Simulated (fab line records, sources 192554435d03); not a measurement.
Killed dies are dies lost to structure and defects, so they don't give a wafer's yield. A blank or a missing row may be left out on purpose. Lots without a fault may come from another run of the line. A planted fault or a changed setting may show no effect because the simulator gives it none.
Chamber matching | flow n5_finfet | N5_DUMMY_GATE_ETCH_29 on rie_diel-05: 4 sister chambers
The step etches underlayer in N2/H2, target depth 13 nm. 4 wafers are shown with their chamber, then 8 later ones without.

WAFERS WITH THEIR CHAMBER
wafer  | chamber | showerhead_plenum_p_Torr (Torr)
L092.1 | 3       | 2.44
L092.2 | 2       | 2.70
L092.3 | 0       | 2.43
L092.4 | 1       | 2.65

WAFERS WITHOUT THEIR CHAMBER
wafer  | showerhead_plenum_p_Torr (Torr)
L092.5 | 2.65
L092.6 | 2.43
L093.2 | 2.43
L093.3 | 2.69
L093.6 | 2.65
L095.1 | 2.65
L095.2 | 2.69
L095.6 | 2.65

WHICH CHAMBER EACH WENT THROUGH
wafer  | from the rows above     | in truth
L092.5 | 1                       | 1
L092.6 | can't be placed: 0 or 3 | 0
L093.2 | can't be placed: 0 or 3 | 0
L093.3 | 2                       | 2
L093.6 | 1                       | 1
L095.1 | 1                       | 1
L095.2 | 2                       | 2
L095.6 | 1                       | 1
Placed correctly: 6 of 8. Can't be placed from these rows: 2 (the true chamber is among the candidates in 2). Placed wrongly: 0.
How it was worked out, from the rows above alone: a wafer's distance from a chamber is the root of the sum, over the readings, of the square of ((its reading less the chamber's mean) divided by the reading's scatter). The wafer belongs to the nearest chamber; if the next one is less than 2 further off, it can't be placed. A chamber's mean is the mean of its shown wafers. The scatter: with one shown wafer a chamber, the root of the mean of the squares of how far each hidden wafer lies from its nearest shown one.
